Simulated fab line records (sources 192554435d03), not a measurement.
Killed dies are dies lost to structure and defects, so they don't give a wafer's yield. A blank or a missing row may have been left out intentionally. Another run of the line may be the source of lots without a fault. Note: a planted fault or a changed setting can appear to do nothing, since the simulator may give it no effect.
fab line records	flow n5Finfet
record: lots: 6	wafers: 18	lastDay: 19
route steps=1938 shown BEOL_M0_SAQP@661 BEOL_M4@1111 PASSIVATION@1936
lots that met no fault: taken from a fault-free run of the same line
startH: hours from the record's opening day to when the first of the lot's shown wafers began	waitH: how many hours have passed since the lot's step before this one	" as in the row above	L1.1+2: several wafers, shown together as one row	- no value present, or no start provided	* or withheld: withheld	< > ~ a bound
route shown NAME@n: NAME is a module with steps in the file, n the number in the route of the first one	usual: mean and standard deviation over wafers with no fault	same: alike in all rows	chamber/n: place in a boat	sites: the reading at each site	_std_site: the standard deviation of these	_edge_site: the outer-site mean with the inner-site mean subtracted	radiusMm: how far each site lies from the wafer's centre	mask NAME#n: copy n	behind: the most recent tool/chamber to have shaped the wafer	hold: why the lot was held/for how many hours/how that ended	device: names the non-switching transistor (n, p or np)	end of line: tests run on the same wafers once the route is complete	for a step that has no rows: nothing shown but its recipe	killed: at the first sort, the dies lost to defects and structure; wafer yield is something else	map: a wafer's dies, x killed, . not, _ none there
set.NAME: the setting that was run; set.NAME@STEP: the one run at that earlier step	model.NAME: the simulator's own value behind a step, which no gauge read
lots at selected steps of the route; one table per step, one row per wafer
services: when a tool's chamber went out of use (startH, in hours from the record's first day, below 0 if earlier), for how many hours, and the reason
== steps ==
step: N5_BEOL_M0_SAQP_SRD_93
recipe: dry: ipaMarangoni	timeS: 30	tempC: 23	rinseLiquid: diw
step: N5_BEOL_M0_SAQP_RECESS_114
recipe: chemistry: HF/NH3	target: SiO2	targetDepthA: 144	afsCycles: 3	tempC: 30	sublimationTempC: 180	sublimationTimeS: 60
step: N5_BEOL_M0_SAQP_SPACER1_ALD_98
recipe: material: SiO2	targetThkA: 128	tempC: 300	aldPrecursorFamily: BDEAS	aldCoReactant: O2-plasma	pulseTimeS: 1	purgeTimeS: 2	coReactantPurgeTimeS: 2	aldCycles: 138	pressureTorr: 2
usual: heaterPowerW: 486/64	precursorPulseHeightRel: 1.000/0.018
same: coReactantPurgeTimeS: 2
lot.wafer	tool	chamber	startH	waitH	heaterPowerW	precursorPulseHeightRel
L937.1	aldSin-02	3	157.26	0.7	431	0.996
L937.3	"	0	"	"	476	0.980
L937.6	"	1	"	"	432	0.981
L938.2	aldSin-01	2	162.66	0.3	469	1.003
L938.3	"	3	"	"	472	0.993
L938.6	"	0	"	"	437	0.943
L942.2	aldSin-01	3	186.88	0.6	478	0.994
L942.3	"	1	"	"	533	0.978
L942.4	"	2	"	"	466	1.025
L943.1	aldSin-03	3	194.34	0.3	453	1.000
L943.4	"	0	"	"	529	0.978
L943.6	"	1	"	"	428	0.994
L944.2	aldSin-02	2	199.75	0.5	637	1.044
L944.5	"	2	"	"	646	0.989
L944.6	"	1	"	"	434	0.980
L952.2	aldSin-03	2	251.48	0.3	487	1.008
L952.4	"	3	"	"	461	1.005
L952.6	"	1	"	"	425	0.982
step: N5_BEOL_M0_SAQP_SPACER1_ETCHBACK_99
recipe: chemistry: CHF3/O2	mode: anisotropicEtchback	target: SiO2	targetDepthA: 154	timeS: 7.7	pressureMtorr: 30	sourceW: 650	biasW: 170	Ar_flow_sccm: 200	CHF3_flow_sccm: 50	O2_flow_sccm: 5	ionEnergyEv: 200
usual: drypumpMotorCurrentA: 5.7/0.43	mfcArSccm: 200.0/0.62	oes_ar_750_au: 0.78/0.069	oesProductAu: 0.77/0.076	rfVppV: 524/9.1	showerheadPlenumPTorr: 2.41/0.063	throttleValvePct: 18.90/0.22
same: timeS: 7.7
lot.wafer	tool	chamber	startH	waitH	drypumpMotorCurrentA	mfcArSccm	oes_ar_750_au	oesProductAu	rfHoursCounterH	rfVppV	showerheadPlenumPTorr	throttleValvePct
L937.1	rieDiel-05	0	157.74	0.3	5.2	199.8	0.85	0.85	76	511	2.36	18.64
L937.3	"	1	"	"	5.6	199.0	0.74	0.73	206	525	2.47	18.79
L937.6	"	1	"	"	5.6	199.4	0.74	0.73	-	526	2.47	18.81
L938.2	rieDiel-02	2	163.14	0.3	6.0	198.8	0.78	0.77	151	525	2.40	18.82
L938.3	"	0	"	"	5.1	200.3	0.72	0.71	189	531	2.51	19.33
L938.6	"	1	"	"	5.6	200.8	0.85	0.85	-	511	2.34	18.87
L942.2	rieDiel-02	1	187.35	0.3	5.6	200.2	0.83	0.84	49	510	2.34	18.89
L942.3	"	3	"	"	5.7	201.1	0.95	0.97	2	520	2.36	18.61
L942.4	"	0	"	"	5.1	200.3	0.71	0.70	199	531	2.51	19.34
L943.1	rieDiel-06	2	194.82	0.3	5.6	199.9	0.77	0.74	179	522	2.51	18.96
L943.4	"	1	"	"	6.5	200.7	0.69	0.68	230	530	2.36	18.86
L943.6	"	3	"	"	5.7	200.2	0.72	0.71	-	522	2.49	19.02
L944.2	rieDiel-02	2	200.38	0.4	6.0	200.3	0.76	0.76	163	524	2.39	18.85
L944.5	"	1	"	"	5.6	200.9	0.83	0.83	-	511	2.34	18.89
L944.6	"	2	"	"	6.0	200.0	0.77	0.75	-	524	2.39	18.84
L952.2	rieDiel-06	0	252.00	0.3	5.1	199.4	0.77	0.78	127	538	2.34	19.21
L952.4	"	1	"	"	6.5	200.0	0.68	0.68	243	531	2.35	18.88
L952.6	"	1	"	"	6.5	199.8	0.68	0.67	-	532	2.35	18.88
step: N5_BEOL_M0_SAQP_MANDREL1_REMOVE_100
recipe: chemistry: HBr/Cl2/O2	btTimeS: 10	target: a-Si	stopOn: SiNx	endpoint: OES-SiCl	overEtchFrac: 0.85	icpW: 600	biasW: 30	HBr_flow_sccm: 150	Cl2_flow_sccm: 80	O2_flow_sccm: 5	pressureMtorr: 10
usual: drypumpMotorCurrentA: 5.9/0.36	oesProductAu: 0.999/0.015	throttleValvePct: 36.73/0.19
same: btTimeS: 10
lot.wafer	tool	chamber	startH	waitH	drypumpMotorCurrentA	oesProductAu	rfHoursCounterH	throttleValvePct
L937.1	rieSi-01	1	157.82	0.1	5.8	1.005	86	36.76
L937.3	"	3	"	"	6.3	0.993	34	36.75
L937.6	"	0	"	"	5.8	1.005	-	36.66
L938.2	rieSi-02	1	163.22	0.1	6.4	1.003	58	37.15
L938.3	"	0	"	"	5.8	0.996	45	36.74
L938.6	"	0	"	"	5.8	1.004	-	36.76
L942.2	rieSi-01	3	187.44	0.1	6.3	0.981	35	36.76
L942.3	"	1	"	"	5.8	1.012	87	36.75
L942.4	"	0	"	"	5.8	1.006	95	36.66
L943.1	rieSi-01	0	194.91	0.1	5.8	0.993	95	36.67
L943.4	"	1	"	"	5.8	1.010	87	36.76
L943.6	"	0	"	"	5.8	0.996	-	36.68
L944.2	rieSi-01	1	200.47	0.1	5.9	1.013	87	36.76
L944.5	"	2	"	"	6.2	0.985	-	36.92
L944.6	"	1	"	"	5.8	0.997	-	36.75
L952.2	rieSi-06	1	252.09	0.1	5.4	1.009	2	36.80
L952.4	"	0	"	"	5.9	1.004	10	36.48
L952.6	"	2	"	"	5.2	1.030	-	36.79
step: N5_BEOL_M0_SAQP_CD_MEAS_25
recipe: targetCdNm: 13.1	landingEnergyEv: 1000	detector: seInlens
usual: cdNm: 12.83/0.22
lot.wafer	tool	chamber	startH	waitH	cdNm
L937.1	cdSem-02	0	157.93	0.1	12.44
L937.3	"	0	"	"	12.60
L937.6	"	0	"	"	12.73
L938.2	cdSem-03	0	163.33	0.1	12.88
L938.3	"	0	"	"	12.74
L938.6	"	0	"	"	12.72
L942.2	cdSem-02	0	187.55	0.1	13.04
L942.3	"	0	"	"	12.91
L942.4	"	0	"	"	12.88
L943.1	cdSem-03	0	195.02	0.1	12.83
L943.4	"	0	"	"	13.11
L943.6	"	0	"	"	13.08
L944.2	cdSem-01	0	200.58	0.1	13.08
L944.5	"	0	"	"	12.99
L944.6	"	0	"	"	12.78
L952.2	cdSem-03	0	252.20	0.1	12.72
L952.4	"	0	"	"	12.65
L952.6	"	0	"	"	12.90
step: N5_BEOL_M0_SAQP_ETCH_101
recipe: chemistry: CH3F/O2	target: SiNx	maskMaterial: SiO2	targetDepthA: 299	timeS: 42.7	pressureMtorr: 30	sourceW: 395	biasW: 73	Ar_flow_sccm: 150	CH3F_flow_sccm: 30	O2_flow_sccm: 20	ionEnergyEv: 120
step: N5_BEOL_M0_SAQP_ETCH_102
recipe: chemistry: CF4	target: SiO2	targetDepthA: 40	ionEnergyEv: 350	timeS: 4.4	pressureMtorr: 10	icpW: 800	biasW: 400	cf4FlowSccm: 80
step: N5_BEOL_M0_SAQP_MANDREL_ETCH_103
recipe: chemistry: HBr/Cl2	target: a-Si	targetDepthA: 450	btTimeS: 10	stopOn: SiCN	maskMaterial: SiO2	overEtchFrac: 0.8	timeS: 27	pressureMtorr: 10	icpW: 800	biasW: 75	HBr_flow_sccm: 150	Cl2_flow_sccm: 80	ends: endPoint
step: N5_BEOL_M0_SAQP_RECESS_104
recipe: chemistry: HF/NH3	target: SiO2	targetDepthA: 180	afsCycles: 3	tempC: 30	sublimationTempC: 180	sublimationTimeS: 60
usual: drypumpMotorCurrentA: 5.79/0.3	forelinePTorr: 0.1280/0.00035
same: afsCycles: 3
lot.wafer	tool	chamber	startH	waitH	drypumpMotorCurrentA	forelinePTorr
L937.1	vaporEtch-01	0	158.19	0.1	6.21	0.1275
L937.3	"	0	"	"	6.21	0.1276
L937.6	"	1	"	"	5.69	0.1284
L938.2	vaporEtch-01	1	163.59	0.1	5.72	0.1279
L938.3	"	0	"	"	6.23	0.1282
L938.6	"	0	"	"	6.21	0.1288
L942.2	vaporEtch-02	1	187.81	0.1	5.85	0.1280
L942.3	"	1	"	"	5.86	0.1280
L942.4	"	0	"	"	5.38	0.1282
L943.1	vaporEtch-02	1	195.34	0.1	5.86	0.1282
L943.4	"	1	"	"	5.84	0.1279
L943.6	"	1	"	"	5.84	0.1282
L944.2	vaporEtch-01	0	200.96	0.2	6.21	0.1276
L944.5	"	0	"	"	6.23	0.1276
L944.6	"	0	"	"	6.23	0.1277
L952.2	vaporEtch-02	1	252.46	0.1	5.85	0.1277
L952.4	"	1	"	"	5.86	0.1283
L952.6	"	0	"	"	5.38	0.1281
step: N5_BEOL_M0_SAQP_COAT_105
recipe: resist: SOC	tempC: 250	timeS: 60	spinRpm: 1500	resistThkNm: 100
step: N5_BEOL_M0_SAQP_ETCH_106
recipe: chemistry: N2/H2	target: SOC	targetDepthA: 1500	stopOn: SiNx	ionEnergyEv: 100	biasW: 61	pressureMtorr: 30	sourceW: 850	n2FlowSccm: 200	h2FlowSccm: 200
usual: drypumpMotorCurrentA: 5.6/0.46	oesProductAu: 0.75/0.066	rfVppV: 240.8/1.2	showerheadPlenumPTorr: 2.55/0.07	throttleValvePct: 17.84/0.28
lot.wafer	tool	chamber	startH	waitH	drypumpMotorCurrentA	oesProductAu	rfHoursCounterH	rfVppV	showerheadPlenumPTorr	throttleValvePct
L937.1	rieDiel-05	3	158.64	-	5.1	0.69	235	240.6	2.49	18.09
L937.3	"	1	"	"	5.6	0.72	206	241.4	2.63	17.74
L937.6	"	2	"	"	6.2	0.84	-	242.0	2.61	17.57
L938.2	rieDiel-06	0	164.04	-	5.2	0.79	105	240.6	2.46	18.05
L938.3	"	2	"	"	5.6	0.74	171	242.7	2.64	17.91
L938.6	"	0	"	"	5.2	0.78	-	239.9	2.46	18.07
L942.2	rieDiel-05	2	188.26	-	6.2	0.83	62	241.1	2.60	17.59
L942.3	"	0	"	"	5.3	0.83	85	239.5	2.45	17.24
L942.4	"	1	"	"	5.6	0.71	214	240.4	2.62	17.78
L943.1	rieDiel-05	1	195.79	-	5.6	0.72	217	239.8	2.62	17.78
L943.4	"	3	"	"	5.1	0.67	246	239.7	2.49	18.09
L943.6	"	2	"	"	6.2	0.83	-	242.2	2.60	17.57
L944.2	rieDiel-06	2	201.65	-	5.6	0.73	181	242.5	2.64	17.93
L944.5	"	3	"	"	5.6	0.70	-	241.2	2.63	17.93
L944.6	"	0	"	"	5.1	0.78	-	239.2	2.46	18.08
L952.2	rieDiel-06	2	252.91	-	5.6	0.72	194	243.2	2.63	17.96
L952.4	"	1	"	"	6.5	0.67	244	240.1	2.52	18.08
L952.6	"	0	"	"	5.2	0.77	-	238.6	2.45	18.10
step: N5_BEOL_M0_SAQP_ETCH_107
recipe: chemistry: CH3F/O2	target: SiNx	targetDepthA: 300	maskMaterial: SOC	pressureMtorr: 30	sourceW: 395	biasW: 73	Ar_flow_sccm: 150	CH3F_flow_sccm: 30	O2_flow_sccm: 20	ionEnergyEv: 120
usual: CH3F_flow_sccm: 30.00/0.085	drypumpMotorCurrentA: 5.6/0.45	mfcArSccm: 150.0/0.48	oes_ar_750_au: 0.76/0.065	oesProductAu: 0.76/0.07	rfVppV: 298/5.4	showerheadPlenumPTorr: 2.01/0.054	throttleValvePct: 16.39/0.22
lot.wafer	tool	chamber	startH	waitH	CH3F_flow_sccm	drypumpMotorCurrentA	mfcArSccm	oes_ar_750_au	oesProductAu	rfHoursCounterH	rfVppV	showerheadPlenumPTorr	throttleValvePct	model.BEOL_M0_SAQP.featureDepthNm	model.SOC_of_BEOL_M0_SAQP_COAT_105.thkNm
L937.1	rieDiel-05	3	158.70	0.0	30.05	5.1	151.0	0.70	0.68	235	299	1.99	16.70	29.2	15.2
L937.3	"	1	"	"	30.00	5.6	149.6	0.74	0.73	206	298	2.05	16.29	30.4	9
L937.6	"	2	"	"	29.92	6.2	149.9	0.85	0.87	-	306	2.03	16.03	30.6	9.6
L938.2	rieDiel-06	0	164.10	0.0	30.00	5.2	149.8	0.79	0.80	105	306	1.95	16.61	30.2	14
L938.3	"	2	"	"	29.88	5.7	150.2	0.77	0.75	171	297	2.09	16.44	29.8	13.2
L938.6	"	0	"	"	29.93	5.2	149.8	0.79	0.81	-	306	1.95	16.59	30.2	14.2
L942.2	rieDiel-05	2	188.32	0.0	29.83	6.2	150.0	0.84	1.05	62	308	2.03	16.04	41.8	5.4
L942.3	"	0	"	"	30.02	5.2	150.6	0.84	1.04	85	289	1.96	16.15	41.4	7
L942.4	"	1	"	"	29.91	5.6	150.0	0.73	0.87	215	300	2.05	16.32	41.2	6
L943.1	rieDiel-05	1	195.85	0.0	29.94	5.6	151.0	0.72	0.87	217	299	2.05	16.33	40.4	6.2
L943.4	"	3	"	"	29.98	5.1	149.6	0.69	0.82	246	298	1.98	16.76	39.2	12.4
L943.6	"	2	"	"	29.92	6.2	149.9	0.84	1.04	-	307	2.03	16.05	41.8	6
L944.2	rieDiel-06	2	201.71	0.0	30.05	5.6	149.6	0.75	0.75	181	298	2.09	16.45	30.2	13.4
L944.5	"	3	"	"	30.05	5.7	150.3	0.72	0.72	-	295	2.07	16.51	29.2	16.6
L944.6	"	0	"	"	29.95	5.1	150.0	0.78	0.79	-	306	1.94	16.63	30.4	13
L952.2	rieDiel-06	2	252.97	0.0	29.96	5.6	150.5	0.75	0.72	194	296	2.09	16.50	29.4	12.6
L952.4	"	1	"	"	29.96	6.5	150.1	0.66	0.67	244	300	1.95	16.43	29.6	14
L952.6	"	0	"	"	30.04	5.1	150.3	0.77	0.77	-	306	1.94	16.66	29.8	13.4
step: N5_BEOL_M0_SAQP_STRIP_108
recipe: chemistry: N2/H2	powerW: 500	tempC: 40	pressureMtorr: 50	rfFrequencyHz: 6e+07	overashFraction: 0.3	biasPowerW: 28	h2Frac: 0.5	n2FlowSccm: 300	h2FlowSccm: 300
step: N5_BEOL_M4_RC_MEAS_101
usual: DIBL_N: 36.5/1.9	DIBL_P: 36.4/2.2	IOFF_N: 0.17/0.034	IOFF_P: 0.21/0.036	ION_N: 678/12	ION_P: 462/7.1	SS_N: 71.7/0.61	SS_P: 73.4/0.71	VT_N: 249/3.5	VT_P: -251/3
lot.wafer	tool	chamber	startH	waitH	DIBL_N[mV/V]	DIBL_P[mV/V]	IOFF_N[nA/um]	IOFF_P[nA/um]	ION_N[uA/um]	ION_P[uA/um]	SS_N[mV/dec]	SS_P[mV/dec]	VT_N[mV]	VT_P[mV]
L937.1	prober-01	0	237.44	0.0	37.4	35.8	0.16	0.19	671	462	71.6	73.3	250	-253
L937.3	"	0	"	"	36.8	35.2	0.15	0.19	664	464	71.7	72.9	251	-252
L937.6	"	0	"	"	37.6	36.0	0.16	0.20	678	465	71.8	73.2	247	-255
L938.2	prober-01	0	250.03	0.2	38.1	37.9	0.17	0.21	663	458	72.2	73.1	252	-248
L938.3	"	0	"	"	39.3	40.2	0.21	0.26	692	477	72.7	73.7	245	-249
L938.6	"	0	"	"	38.5	39.6	0.20	0.23	696	466	72.0	73.6	246	-251
L943.1	prober-02	0	282.52	0.0	35.1	34.5	0.13	0.18	653	452	71.7	73.2	253	-253
L943.4	"	0	"	"	34.2	34.1	0.13	0.18	664	455	71.0	72.9	251	-251
L943.6	"	0	"	"	36.2	36.1	0.16	0.21	673	460	71.8	73.8	252	-251
L942.2	prober-01	0	289.64	0.2	39.4	39.8	0.20	0.22	678	455	72.7	74.0	248	-254
L942.3	"	0	"	"	39.5	40.4	0.22	0.25	705	469	71.9	74.3	245	-252
L942.4	"	0	"	"	37.7	37.5	0.16	0.19	670	451	72.4	74.2	251	-253
L944.2	prober-02	0	294.74	0.2	32.7	33.2	0.10	0.15	666	457	71.2	72.3	259	-255
L944.5	"	0	"	"	31.8	31.3	0.09	0.13	658	458	70.4	71.8	258	-258
L944.6	"	0	"	"	37.3	38.2	0.17	0.22	680	468	71.7	73.7	249	-251
L952.2	prober-01	0	347.86	0.2	34.2	32.5	0.13	0.18	671	463	71.7	73.3	252	-253
L952.4	"	0	"	"	35.5	34.0	0.16	0.20	673	467	70.7	74.2	249	-252
L952.6	"	0	"	"	35.3	33.4	0.15	0.18	683	462	71.6	73.3	251	-252
step: N5_PASSIVATION_PROBE_49
usual: defectLimitedYield: 91.0/1.5	killed_at_M0_to_M3: 35/11	killed_at_M4_up: 13/5	killedAtContacts: 12/5.9	killedAtFrontEnd: 42/13	killedAtOther: 3/3.2	killedDies: 106/18	killedOpen: 69/13	killedShort: 35/8.9	sort_bin_5_function: 5.2/0.95	sort_bin_6_memory: 3.3/0.71	sortNPass: 1074/18	sortYieldPct: 91.0/1.5
same: grossDies: 1180	killedAtBackSide: 0	sort_bin_4_leakage[%]: 0	sort_bin_8_speed[%]: 0
lot.wafer	tool	chamber	startH	waitH	defectLimitedYield[%]	killed_at_M0_to_M3	killed_at_M4_up	killedAtContacts	killedAtFrontEnd	killedAtOther	killedDies	killedOpen	killedShort	sort_bin_5_function[%]	sort_bin_6_memory[%]	sortNPass	sortYieldPct[%]
L943.6	prober-01	-	392.29	0.3	90.8	27	12	13	45	12	109	59	42	4.6	3.3	1071	90.8
killed by level:class
L943.6 STI_FIN_REVEAL:geometricParticle:open=10 MOL_CONTACT_COAG:geometricParticle:open=9 HKMG_FIN:areaEtch=7 GATE_CUT:geometricParticle:short=6 BEOL_M0_SAQP:geometricParticle:open=6 BEOL_M0_SAQP:geometricParticle:short=5 MIM_TOP_ETCH:geometricParticle:short=5 MIM_TOP_ETCH:geometricParticle:open=5
== services ==
tool	chamber	startH	hours	kind
rieDiel-02	-	134.86	0.7	repair
aldSin-01	0	135.09	3.7	repair
aldSin-03	1	147.19	7.9	repair
rieDiel-02	3	147.66	-	clean
rieDiel-02	3	147.66	-	consumableReplace:focusRing
rieDiel-02	3	147.66	33.6	scheduledDown
rieDiel-02	3	147.66	33.6	ventCycle
rieSi-01	1	167.47	8.7	repair
aldSin-02	1	169.32	4.6	repair
rieSi-02	1	185.99	5.2	repair
vaporEtch-01	1	190.54	18.7	repair
rieSi-06	-	197.51	14.6	pm
aldSin-02	3	205.56	-	calibration
rieDiel-02	3	205.74	6.4	repair
rieDiel-02	0	207.35	34.2	repair
aldSin-03	3	222.60	5.0	repair
rieDiel-05	3	225.33	-	clean
rieDiel-05	3	225.33	-	consumableReplace:focusRing
rieDiel-05	3	225.33	13.3	scheduledDown
rieDiel-05	3	225.33	13.3	ventCycle
rieSi-02	-	229.38	2.8	pm
rieSi-02	3	234.04	5.1	repair
aldSin-03	-	252.95	0.7	repair
== key ==
firstSign: step: N5_BEOL_M0_SAQP_ETCH_107	reading: oesProductAu	direction: up	sigmas: 2.7	usual: 0.76	struck: 0.95
effect none on later readings
modelEffect: step: N5_BEOL_M0_SAQP_ETCH_107	value: BEOL_M0_SAQP.featureDepthNm	without: 30.37	struck: 40.97
metAt N5_BEOL_M0_SAQP_ETCH_107
struckWafers L942.2,L942.3,L942.4,L943.1,L943.4,L943.6
onsetBetween 158.70 188.32
fault: kind: processParameterDrift	tool: rieDiel-05	chamber: -	onsetH: 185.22	steps: N5_BEOL_M0_SAQP_ETCH_107	channel: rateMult	offset: 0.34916	shape: step	endH: 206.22
